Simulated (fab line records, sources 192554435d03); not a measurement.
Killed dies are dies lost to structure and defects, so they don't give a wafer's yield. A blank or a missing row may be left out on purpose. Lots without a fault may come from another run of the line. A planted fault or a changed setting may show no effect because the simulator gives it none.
Which tool did it? | flow n5_finfet | 24 lots, 72 wafers sampled, at 1 step of a route of 1938

WHAT THE GAUGES READ, wafer by wafer
N5_BEOL_M4_INSPECT_13: inspects for defects (brightfield).
lot  | measured     | on                | raw_defect_count
L074 | day 7 05:35  | defect_inspect-01 | 395 417 398
L075 | day 7 22:05  | defect_inspect-01 | 263 342 349
L076 | day 8 05:14  | defect_inspect-01 | 537 439 565
L077 | day 8 07:44  | defect_inspect-02 | 445 439 572
L078 | day 8 09:14  | defect_inspect-02 | 364 443 548
L079 | day 8 17:11  | defect_inspect-01 | 314 489 303
L080 | day 9 04:34  | defect_inspect-01 | 381 364 267
L082 | day 9 04:44  | defect_inspect-01 | 352 320 433
L081 | day 9 12:31  | defect_inspect-01 | 429 376 354
L083 | day 9 12:43  | defect_inspect-01 | 445 363 341
L084 | day 9 20:35  | defect_inspect-02 | 385 319 374
L085 | day 10 02:01 | defect_inspect-02 | 449 336 289
L087 | day 10 14:57 | defect_inspect-02 | 273 341 401
L086 | day 10 21:06 | defect_inspect-02 | 413 304 426
L089 | day 11 03:28 | defect_inspect-01 | 354 377 585
L088 | day 11 05:51 | defect_inspect-01 | 356 254 264
L090 | day 11 06:37 | defect_inspect-02 | 368 362 479
L091 | day 11 11:50 | defect_inspect-02 | 292 304 365
L092 | day 11 23:02 | defect_inspect-01 | 511 361 439
L094 | day 12 08:25 | defect_inspect-01 | 360 361 504
L093 | day 12 08:38 | defect_inspect-02 | 464 586 456
L095 | day 12 12:16 | defect_inspect-02 | 288 229 252
L096 | day 12 20:28 | defect_inspect-01 | 241 352 417
L097 | day 13 12:52 | defect_inspect-02 | 407 335 328

WHICH TOOL RAN EACH LOT (tool, then ch and the chambers of the sampled wafers, then the start)
The record holds no process step before these readings.

WHAT THE TOOLS THEMSELVES READ (means of the sampled wafers that have a number; where no wafer has one, the mark that the record gives instead)
The record holds no such reading with a usual standard deviation.

THE ANSWER, worked out from the rows above alone
Rule: what is usual is taken from the lots themselves. Put in order of their means at a reading, lots are off if they are a third of the lots or fewer, leave a main group of 4 or more, and stand apart from it by a gap of 3 or more times the standard deviation of the main group's means; of several such gaps the widest counts. A main group whose means are all the same, to the digits that the tables above print for the reading, isn't used. A lot without any number at a reading at which 4 lots or more have one is off too. The other lots that the step has rows for count as sound. The gauges are gone through in route order, then the tools' own readings, and for those a lot's mean is taken as printed above. The first step at which some lot is off is used, and at that step the reading that is off furthest; a lot without a number counts as furthest.
No lot is off at any reading shown: from this, nothing can be told.

WHAT THE SIMULATOR HAD PUT IN
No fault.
